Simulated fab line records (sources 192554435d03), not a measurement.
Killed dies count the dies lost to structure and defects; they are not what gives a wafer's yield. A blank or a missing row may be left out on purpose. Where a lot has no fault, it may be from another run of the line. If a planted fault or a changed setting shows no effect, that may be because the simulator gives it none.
Split-lot study	flow n5-finfet	21 wafers read from 7 lots, route of 1938 steps

ON THE SPLIT
At N5_BEOL_M6_COAT_22 (resist thk 30 nm), the setting spin-rpm was moved away from the recipe's 1500 rpm on 6 of the 21 wafers read, by -5.3% to +4.4%. All remaining wafers had this setting at the recipe value.

FROM THE SPLIT TO THE READING: what the file shows between them, 5 steps
- N5_BEOL_M6_EBR_24
- N5_BEOL_M6_SOFTBAKE_23: time 60 s
- N5_BEOL_M6_EXPOSE_25: exposes mask V5, target cd 40 nm
- N5_BEOL_M6_PEB_26: peb time 60 s
- N5_BEOL_M6_DEVELOP_27: develop time 30 s

THE READING
CAR-EUV_of_BEOL_M6_COAT_22.thk-nm (the simulator's own value, which no gauge read), in nm, at N5_BEOL_M6_DESCUM_33 (chemistry O2, time 7 s). The file does not state a usual value for it. Average 26.0 nm, standard deviation 0.1 nm, over the 15 wafers here run with the recipe.

wafer	tool, chamber at the split	spin-rpm as run, rpm	against the recipe	CAR-EUV_of_BEOL_M6_COAT_22.thk-nm, nm	against lot-mates on the recipe
L074.1	litho-track-02, 0	1500	recipe	26	-
L074.4	litho-track-02, 0	1500	recipe	26	-
L074.6	litho-track-02, 0	1500	recipe	26	-
L079.1	litho-track-03, 0	1426	-4.9%	27	+1.0
L079.2	litho-track-03, 0	1426	-4.9%	26.8	+0.8
L079.3	litho-track-03, 0	1500	recipe	26	-
L080.1	litho-track-03, 0	1500	recipe	26	-
L080.2	litho-track-03, 0	1421	-5.3%	27	+1.0
L080.3	litho-track-03, 0	1421	-5.3%	26.8	+0.8
L082.2	litho-track-02, 0	1500	recipe	26	-
L082.3	litho-track-02, 0	1500	recipe	26	-
L082.5	litho-track-02, 0	1500	recipe	25.8	-
L085.1	litho-track-02, 0	1500	recipe	26	-
L085.3	litho-track-02, 0	1500	recipe	26	-
L085.4	litho-track-02, 0	1500	recipe	25.8	-
L086.1	litho-track-03, 0	1500	recipe	26	-
L086.6	litho-track-03, 0	1500	recipe	26	-
L086.5	litho-track-03, 0	1566	+4.4%	25.4	-0.6
L089.4	litho-track-03, 0	1443	-3.8%	26.8	+0.6
L089.5	litho-track-03, 0	1500	recipe	26.2	-
L089.6	litho-track-03, 0	1500	recipe	26.2	-

THE FIT
A straight line over all 21 wafers: CAR-EUV_of_BEOL_M6_COAT_22.thk-nm changes by -0.172 nm for each +1% of spin-rpm; r = -0.97; the points scatter about the line by 0.11 nm.
The same after taking each lot's own level away (the mean of its wafers on the recipe; 21 wafers): -0.167 nm for each +1%; r = -0.98; scatter 0.08 nm.
Per that fit: largest spin-rpm move, reading shift of 0.88 nm.
From 25.93 to 26.20 nm: that is the span of the lots' own levels, equal to 2.6 times the standard deviation above.
So the lot-to-lot level changes the slope little: the two slopes agree.
Check: for one of the wafers moved furthest among these (-5.3%), held out of the fit, the line's prediction against its lot-mates is +0.865 nm. Against them it came out at +1 nm.

OTHER SPLITS APPLIED TO THESE WAFERS
Other splits were also applied to these wafers ahead of the reading. Each is held against what the fit with the lots' levels taken away leaves over:
other split on the same wafers	wafers away from the commonest value	r with CAR-EUV_of_BEOL_M6_COAT_22.thk-nm (lot level and that fit taken away)
N5_BEOL_M5_ETCH_41 source-w	6	-0.13

THE WHOLE CHAIN: every reading that the file lists as answering this split, in the file's order
step	what it does	reading	change (the file's fit)	r (the file's)
N5_BEOL_M6_COAT_22	resist thk 30 nm	CAR-EUV_of_BEOL_M6_COAT_22.thk-nm (the simulator's own value, which no gauge read)	-0.148 nm for each +1% of the setting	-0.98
N5_BEOL_M6_DEVELOP_27	develop time 30 s	CAR-EUV_of_BEOL_M6_COAT_22.thk-nm (the simulator's own value, which no gauge read)	-0.17 nm for each +1% of the setting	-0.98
N5_BEOL_M6_DESCUM_33	chemistry O2, time 7 s	CAR-EUV_of_BEOL_M6_COAT_22.thk-nm (the simulator's own value, which no gauge read)	-0.164 nm for each +1% of the setting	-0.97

THE FILE'S OWN FIT
CAR-EUV_of_BEOL_M6_COAT_22.thk-nm changes by -0.164 nm for each +1% of spin-rpm, r = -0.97.
